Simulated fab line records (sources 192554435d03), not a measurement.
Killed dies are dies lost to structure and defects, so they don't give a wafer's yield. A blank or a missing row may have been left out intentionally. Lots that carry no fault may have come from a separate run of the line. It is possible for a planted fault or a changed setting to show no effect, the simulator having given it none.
fab line records -- flow n5-finfet -- part 2 of 2: steps 16 to 24 of 24
record lots=5, wafers=15, last-day=17
route steps=1938 shown MOL_CONTACT_COAG@602
lots that met no fault: from a run of the same line without faults
start-h: the number of hours between the record's first day and the start of the first shown wafer of the lot -- wait-h: time in hours since the lot's previous step -- " unchanged from the row above -- L1.1+2: a single row standing in for several wafers -- - no value, or no start was given -- * or withheld: withheld -- < > ~ a bound
route shown NAME@n: names a module that has steps shown in the file, with the first one's number in the route -- usual: mean/standard deviation taken from wafers without a fault -- same: alike in all rows -- chamber/n: place in a boat -- sites: readings site by site -- _std_site: standard deviation across them -- _edge_site: outer sites' mean less inner sites' -- radius-mm: how far each site lies from the wafer's centre -- mask NAME#n: copy n -- behind: the most recent tool/chamber to have shaped the wafer -- hold: what put the lot on hold/how long, in hours/how the hold closed -- device: the n, p or np transistor that did not switch -- end of line: the tests these same wafers got at the end of their route -- where a step has no rows: the recipe by itself -- killed: dies that structure and defects cost at the first sort, which is not the same as the wafer's yield -- map: a wafer's dies, marking killed ones x, the rest . and places with no die _
set.NAME: the setting the step ran with; set.NAME@STEP: the setting that earlier step ran with -- model.NAME: the simulator's own value behind a step, which no gauge read
a table for each step, a row for each wafer; lots at some steps of the route
services: from which hour (start-h, from the record's first day; less than 0 if before it) a tool's chamber was out of use, for how many hours, and why
## steps
# step N5_MOL_CONTACT_COAG_ETCH_48
# recipe chemistry=C4F6/O2, target-depth-a=150, overetch-a=45, mask-material=SOC, target=SiOC, bias-w=465, pressure-mtorr=10, time-s=17, source-w=335, Ar_flow_sccm=300, C4F6_flow_sccm=10, O2_flow_sccm=10, ion-energy-ev=576
# usual drypump-motor-current-A=5.8/0.48, oes-product-au=0.66/0.062, rf-vpp-V=1593/10, showerhead-plenum-p-Torr=2.86/0.083, throttle-valve-pct=40.8/0.31
lot.wafer,tool,chamber,start-h,wait-h,drypump-motor-current-A,oes-product-au,rf-hours-counter-h,rf-vpp-V,showerhead-plenum-p-Torr,throttle-valve-pct
L075.1,rie-diel-01,3,114.51,0.0,6.1,0.59,241,1589,2.79,40.2
L075.2,rie-diel-01,0,114.51,0.0,5.4,0.84,8,1597,2.80,41.2
L075.4,rie-diel-01,1,114.51,0.0,5.5,0.72,82,1585,2.87,40.4
L080.3,rie-diel-06,0,138.17,0.0,5.7,0.62,125,1585,2.85,40.6
L080.4,rie-diel-06,3,138.17,0.0,5.4,0.69,71,1602,2.88,40.6
L080.6,rie-diel-06,0,138.17,0.0,5.7,0.64,-,1586,2.85,40.6
L084.2,rie-diel-03,2,164.58,0.0,5.6,0.69,102,1604,2.98,40.5
L084.3,rie-diel-03,0,164.58,0.0,6.0,0.60,215,1600,2.93,40.9
L084.6,rie-diel-03,3,164.58,0.0,5.1,0.61,-,1578,2.71,40.9
L087.1,rie-diel-06,0,175.50,0.0,5.8,0.65,137,1586,2.85,40.6
L087.2,rie-diel-06,3,175.50,0.0,5.4,0.70,85,1600,2.88,40.6
L087.4,rie-diel-06,1,175.50,0.0,5.8,0.70,80,1577,2.76,41.1
L095.1,rie-diel-06,2,227.70,0.0,6.9,0.61,195,1601,2.83,41.1
L095.2,rie-diel-06,0,227.70,0.0,5.8,0.62,153,1583,2.84,40.6
L095.4,rie-diel-06,3,227.70,0.0,5.4,0.71,103,1600,2.87,40.6
# step N5_MOL_CONTACT_COAG_STRIP_72
# recipe chemistry=N2/H2, power-w=450, temp-c=40, pressure-mtorr=20, rf-frequency-hz=6e+07, overash-fraction=3, bias-power-w=7, h2-frac=0.5, n2-flow-sccm=200, h2-flow-sccm=200
# usual drypump-motor-current-A=5.8/0.47, oes-product-au=0.79/0.068, rf-vpp-V=59.4/2, showerhead-plenum-p-Torr=2.55/0.079, temp-c=40.00/0.12, throttle-valve-pct=23.7/0.33
lot.wafer,tool,chamber,start-h,wait-h,drypump-motor-current-A,oes-product-au,rf-hours-counter-h,rf-vpp-V,showerhead-plenum-p-Torr,temp-c,throttle-valve-pct
L075.1,rie-diel-01,3,114.56,0.0,6.2,0.68,241,58.9,2.50,40.05,23.4
L075.2,rie-diel-01,0,114.56,0.0,5.5,0.97,8,59.4,2.50,40.06,24.2
L075.4,rie-diel-01,1,114.56,0.0,5.5,0.85,82,56.1,2.57,40.07,23.2
L080.3,rie-diel-06,0,138.22,0.0,5.7,0.77,125,61.3,2.55,39.75,23.6
L080.4,rie-diel-06,3,138.22,0.0,5.4,0.86,71,56.7,2.57,39.88,23.5
L080.6,rie-diel-06,0,138.22,0.0,5.7,0.76,-,60.4,2.55,39.89,23.6
L084.2,rie-diel-03,2,164.64,0.0,5.7,0.79,102,59.7,2.67,40.12,23.5
L084.3,rie-diel-03,0,164.64,0.0,6.0,0.71,215,60.9,2.61,39.98,24.0
L084.6,rie-diel-03,3,164.64,0.0,5.1,0.70,-,58.5,2.40,39.97,23.7
L087.1,rie-diel-06,0,175.55,0.0,5.8,0.77,137,59.6,2.55,40.19,23.6
L087.2,rie-diel-06,3,175.55,0.0,5.4,0.85,85,57.8,2.57,39.99,23.5
L087.4,rie-diel-06,1,175.55,0.0,5.8,0.82,80,57.2,2.46,40.01,24.1
L095.1,rie-diel-06,2,227.76,0.0,6.8,0.73,195,59.5,2.51,40.07,23.8
L095.2,rie-diel-06,0,227.76,0.0,5.7,0.74,153,63.6,2.54,39.97,23.6
L095.4,rie-diel-06,3,227.76,0.0,5.4,0.82,103,60.3,2.56,39.75,23.5
# step N5_MOL_CONTACT_COAG_STRIP_49
# recipe chemistry=N2/H2, time-s=30, power-w=1000, temp-c=250, pressure-mtorr=withheld, n2-flow-sccm=1750, h2-flow-sccm=3250
# usual drypump-motor-current-A=5.38/0.096, heater-power-w=343/26, temp-c=250.01/0.17
lot.wafer,tool,chamber,start-h,wait-h,drypump-motor-current-A,heater-power-w,rf-hours-counter-h,temp-c
L075.1,plasma-asher-01,0,114.64,-,5.44,353,44,249.92
L075.2,plasma-asher-01,1,114.64,-,5.53,297,44,250.32
L075.4,plasma-asher-01,1,114.64,-,5.50,296,-,250.08
L080.3,plasma-asher-01,0,138.33,-,5.47,346,-,250.07
L080.4,plasma-asher-01,1,138.33,-,5.48,296,-,249.85
L080.6,plasma-asher-01,0,138.33,-,5.47,358,-,250.10
L084.2,plasma-asher-01,0,164.72,-,5.46,351,54,250.27
L084.3,plasma-asher-01,1,164.72,-,5.51,292,-,249.89
L084.6,plasma-asher-01,0,164.72,-,5.47,355,-,250.08
L087.1,plasma-asher-02,1,175.63,-,5.32,366,109,250.24
L087.2,plasma-asher-02,0,175.63,-,5.29,354,109,249.98
L087.4,plasma-asher-02,0,175.63,-,5.29,361,-,249.97
L095.1,plasma-asher-01,1,227.84,-,5.49,302,64,250.01
L095.2,plasma-asher-01,0,227.84,-,5.51,355,64,249.78
L095.4,plasma-asher-01,1,227.84,-,5.51,293,-,250.08
# step N5_MOL_CONTACT_COAG_PRECLEAN_138
# recipe chemistry=alkaline-clean, temp-c=60, time-s=60, do-ppb=50
# usual bath-guard-temp-C=60.0/0.56, temp-c=60.00/0.11
lot.wafer,tool,chamber,start-h,wait-h,bath-guard-temp-C,temp-c
L075.1,wet-bench-06,0,114.73,0.1,60.1,59.97
L075.2,wet-bench-06,7,114.73,0.1,59.5,60.04
L075.4,wet-bench-06,5,114.73,0.1,59.4,59.94
L080.3,wet-bench-01,2,138.40,0.0,60.1,60.19
L080.4,wet-bench-01,0,138.40,0.0,60.2,60.03
L080.6,wet-bench-01,4,138.40,0.0,60.4,60.11
L084.2,wet-bench-03,4,164.80,0.1,60.3,60.03
L084.3,wet-bench-03,7,164.80,0.1,60.0,60.00
L084.6,wet-bench-03,0,164.80,0.1,60.1,60.10
L087.1,wet-bench-01,2,175.72,0.1,60.4,59.95
L087.2,wet-bench-01,3,175.72,0.1,59.4,60.22
L087.4,wet-bench-01,7,175.72,0.1,59.8,60.01
L095.1,wet-bench-01,4,227.92,0.1,60.3,59.89
L095.2,wet-bench-01,0,227.92,0.1,60.0,60.08
L095.4,wet-bench-01,1,227.92,0.1,59.6,60.14
# step N5_MOL_CONTACT_COAG_SRD_139
# recipe dry=ipa-marangoni, time-s=30, temp-c=23, rinse-liquid=diw
# usual temp-c=23.00/0.11
lot.wafer,tool,chamber,start-h,wait-h,temp-c
L075.1,wet-bench-06,0,114.75,0.0,22.95
L075.2,wet-bench-06,7,114.75,0.0,22.99
L075.4,wet-bench-06,5,114.75,0.0,22.84
L080.3,wet-bench-01,2,138.42,0.0,22.82
L080.4,wet-bench-01,0,138.42,0.0,22.95
L080.6,wet-bench-01,4,138.42,0.0,23.10
L084.2,wet-bench-03,4,164.83,0.0,23.04
L084.3,wet-bench-03,7,164.83,0.0,23.11
L084.6,wet-bench-03,0,164.83,0.0,22.96
L087.1,wet-bench-01,2,175.74,0.0,23.13
L087.2,wet-bench-01,3,175.74,0.0,22.88
L087.4,wet-bench-01,7,175.74,0.0,22.96
L095.1,wet-bench-01,4,227.94,0.0,23.06
L095.2,wet-bench-01,0,227.94,0.0,22.92
L095.4,wet-bench-01,1,227.94,0.0,23.30
# step N5_MOL_CONTACT_COAG_CD_MEAS_101
# recipe target-cd-nm=16
# usual cd-nm=16.06/0.28
lot.wafer,tool,chamber,start-h,wait-h,cd-nm
L075.1,cd-sem-01,-,114.79,0.0,15.99
L075.2,cd-sem-01,-,114.79,0.0,15.94
L075.4,cd-sem-01,-,114.79,0.0,16.27
L080.3,cd-sem-02,-,138.46,0.0,16.55
L080.4,cd-sem-02,-,138.46,0.0,15.96
L080.6,cd-sem-02,-,138.46,0.0,16.42
L084.2,cd-sem-01,-,164.87,0.0,16.12
L084.3,cd-sem-01,-,164.87,0.0,16.12
L084.6,cd-sem-01,-,164.87,0.0,16.08
L087.1,cd-sem-01,-,175.78,0.0,16.47
L087.2,cd-sem-01,-,175.78,0.0,16.15
L087.4,cd-sem-01,-,175.78,0.0,16.20
L095.1,cd-sem-01,-,227.98,0.0,16.13
L095.2,cd-sem-01,-,227.98,0.0,16.29
L095.4,cd-sem-01,-,227.98,0.0,15.91
# step N5_MOL_CONTACT_COAG_PRE_CLEAN_121
# recipe gas=H2/He, time-s=*, temp-c=withheld
lot.wafer,tool,chamber,start-h,wait-h
L075.1+2+4,cvd-w-01,"0,1,0",114.83,0.0
L080.3+4+6,cvd-w-02,"1,0,0",138.53,0.1
L084.2+3+6,cvd-w-01,"1,1,0",164.91,0.0
L087.1+2+4,cvd-w-02,"1,0,1",175.82,0.0
L095.1+2+4,cvd-w-01,"1,0,0",228.03,0.0
# step N5_MOL_CONTACT_COAG_CVD_140
# recipe material=W, target-thk-a=665, mode=selective-fill, temp-c=300, time-s=215
# usual heater-power-outer-w=268/31, heater-power-w=481/43
lot.wafer,tool,chamber,start-h,wait-h,heater-power-outer-w,heater-power-w
L075.1,cvd-w-01,0,114.92,0.1,252,446
L075.2,cvd-w-01,1,114.92,0.1,207,404
L075.4,cvd-w-01,0,114.92,0.1,246,449
L080.3,cvd-w-02,1,138.67,0.1,279,485
L080.4,cvd-w-02,0,138.67,0.1,291,529
L080.6,cvd-w-02,0,138.67,0.1,296,534
L084.2,cvd-w-01,1,165.00,0.1,214,412
L084.3,cvd-w-01,1,165.00,0.1,214,413
L084.6,cvd-w-01,0,165.00,0.1,249,446
L087.1,cvd-w-02,1,175.91,0.1,287,503
L087.2,cvd-w-02,0,175.91,0.1,292,517
L087.4,cvd-w-02,1,175.91,0.1,275,487
L095.1,cvd-w-01,1,228.12,0.1,200,414
L095.2,cvd-w-01,0,228.12,0.1,253,444
L095.4,cvd-w-01,0,228.12,0.1,256,456
# step N5_MOL_CONTACT_COAG_PRECLEAN_127
# recipe chemistry=DIW, time-s=57.5, temp-c=23
# usual temp-c=23.00/0.11
lot.wafer,tool,chamber,start-h,wait-h,temp-c
L075.1,wet-bench-01,1,115.19,0.2,22.99
L075.2,wet-bench-01,3,115.19,0.2,23.10
L075.4,wet-bench-01,6,115.19,0.2,23.16
L080.3,wet-bench-01,5,138.86,0.1,22.92
L080.4,wet-bench-01,2,138.86,0.1,22.90
L080.6,wet-bench-01,7,138.86,0.1,22.96
L084.2,wet-bench-03,7,165.27,0.2,23.03
L084.3,wet-bench-03,5,165.27,0.2,22.98
L084.6,wet-bench-03,0,165.27,0.2,23.20
L087.1,wet-bench-06,1,176.18,0.2,23.10
L087.2,wet-bench-06,6,176.18,0.2,23.01
L087.4,wet-bench-06,0,176.18,0.2,23.11
L095.1,wet-bench-06,4,228.39,0.2,23.07
L095.2,wet-bench-06,2,228.39,0.2,23.08
L095.4,wet-bench-06,1,228.39,0.2,23.00
## services
tool,chamber,start-h,hours,kind
ald-sin-02,0,99.25,-,clean
ald-sin-02,1,99.25,-,clean
ald-sin-02,2,99.25,-,clean
ald-sin-02,3,99.25,-,clean
rie-diel-01,3,105.15,7.8,repair
plasma-asher-02,-,106.05,2.8,pm
wet-bench-01,-,135.36,0.6,repair
rie-diel-01,3,137.44,-,clean
rie-diel-01,3,137.44,-,consumable-replace:focus-ring
rie-diel-01,3,137.44,23.2,scheduled-down
rie-diel-01,3,137.44,23.2,vent-cycle
cvd-w-01,0,143.48,6.9,repair
cvd-w-02,-,164.76,1.5,repair
plasma-asher-01,-,169.11,4.0,repair
rie-diel-06,-,174.50,0.2,repair
ald-sin-03,-,176.81,14.0,pm
rie-diel-03,1,191.39,1.3,repair
cvd-w-02,-,196.38,0.2,repair
cvd-w-01,-,201.98,0.7,repair
ald-sin-02,3,212.69,12.1,repair
wet-bench-01,-,218.12,3.4,repair
ald-sin-02,1,221.04,5.6,repair
ald-sin-02,2,226.91,10.4,repair
ald-sin-03,1,227.38,3.0,repair
